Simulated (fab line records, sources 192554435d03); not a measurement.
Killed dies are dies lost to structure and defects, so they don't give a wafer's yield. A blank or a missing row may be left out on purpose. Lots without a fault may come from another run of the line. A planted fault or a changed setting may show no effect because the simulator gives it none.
Chamber matching | flow n5_finfet | N5_BEOL_M0_SAQP_STRIP_75 on rie_diel-03: 4 sister chambers
The step strips in CF4. 27 wafers are shown with their chamber, then 12 later ones without.

WAFERS WITH THEIR CHAMBER
wafer  | chamber | showerhead_plenum_p_Torr (Torr) | drypump_motor_current_A (A) | rf_vpp_V (V)
L074.2 | 0       | 1.85                            | 5.3                         | 273.2
L074.5 | 3       | 1.68                            | 5.2                         | 269.0
L074.6 | 2       | 1.86                            | 5.2                         | 271.9
L075.3 | 0       | 1.85                            | 5.4                         | 273.1
L075.4 | 2       | 1.86                            | 5.2                         | 274.3
L075.5 | 2       | 1.86                            | 5.2                         | 272.2
L076.2 | 2       | 1.86                            | 5.1                         | 271.6
L076.4 | 0       | 1.85                            | 5.4                         | 272.3
L076.6 | 3       | 1.68                            | 5.2                         | 268.3
L078.1 | 2       | 1.86                            | 5.2                         | 271.8
L078.3 | 3       | 1.68                            | 5.2                         | 267.6
L078.6 | 1       | 1.85                            | 5.4                         | 271.7
L082.1 | 3       | 1.68                            | 5.2                         | 268.8
L082.4 | 2       | 1.86                            | 5.2                         | 272.6
L082.6 | 1       | 1.85                            | 5.4                         | 273.0
L083.1 | 0       | 1.85                            | 5.4                         | 272.6
L083.2 | 3       | 1.68                            | 5.2                         | 268.9
L083.4 | 1       | 1.85                            | 5.4                         | 273.5
L087.2 | 2       | 1.86                            | 5.1                         | 272.0
L087.5 | 2       | 1.86                            | 5.1                         | 272.4
L087.6 | 3       | 1.67                            | 5.2                         | 267.9
L088.2 | 3       | 1.67                            | 5.2                         | 267.5
L088.3 | 0       | 1.85                            | 5.3                         | 273.4
L088.5 | 3       | 1.67                            | 5.2                         | 269.3
L089.2 | 1       | 1.85                            | 5.4                         | 272.7
L089.3 | 3       | 1.67                            | 5.2                         | 267.5
L089.6 | 1       | 1.85                            | 5.5                         | 272.1

SIGNATURES (means of the wafers above)
reading                  | chamber 0 | chamber 1 | chamber 2 | chamber 3 | scatter within a chamber
showerhead_plenum_p_Torr | 1.8500    | 1.8500    | 1.8600    | 1.6756    | 0.00311
drypump_motor_current_A  | 5.360     | 5.420     | 5.162     | 5.200     | 0.041
rf_vpp_V                 | 272.920   | 272.600   | 272.350   | 268.311   | 0.722
Rule: a wafer's distance from a chamber is the root of the sum, over the readings, of the square of ((its reading less the chamber's mean) divided by the reading's scatter). The wafer belongs to the nearest chamber; if the next one is less than 2 further off, it can't be placed. The scatter: the root of (the sum of the squares of (reading less its chamber's mean) over the shown wafers, divided by (wafers less chambers)).

WAFERS WITHOUT THEIR CHAMBER
wafer  | showerhead_plenum_p_Torr (Torr) | drypump_motor_current_A (A) | rf_vpp_V (V)
L090.1 | 1.85                            | 5.4                         | 271.4
L090.3 | 1.86                            | 5.2                         | 271.2
L090.6 | 1.67                            | 5.3                         | 268.2
L092.1 | 1.85                            | 5.1                         | 272.5
L092.4 | 1.67                            | 5.3                         | 268.1
L092.6 | 1.85                            | 5.3                         | 272.3
L093.1 | 1.85                            | 5.1                         | 271.5
L093.4 | 1.85                            | 5.3                         | 270.6
L093.5 | 1.67                            | 5.2                         | 267.9
L097.1 | 1.84                            | 5.4                         | 273.9
L097.4 | 1.67                            | 5.2                         | 267.9
L097.5 | 1.84                            | 5.4                         | 270.7

WHICH CHAMBER EACH WENT THROUGH
wafer  | from the rows above          | in truth
L090.1 | can't be placed: 1 or 0      | 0
L090.3 | 2                            | 2
L090.6 | 3                            | 3
L092.1 | 2                            | 2
L092.4 | 3                            | 3
L092.6 | can't be placed: 0 or 1      | 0
L093.1 | 2                            | 2
L093.4 | can't be placed: 0 or 1 or 2 | 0
L093.5 | 3                            | 3
L097.1 | can't be placed: 0 or 1      | 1
L097.4 | 3                            | 3
L097.5 | can't be placed: 1 or 0      | 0
Placed correctly: 7 of 12. Can't be placed from these rows: 5 (the true chamber is among the candidates in 5). Placed wrongly: 0.
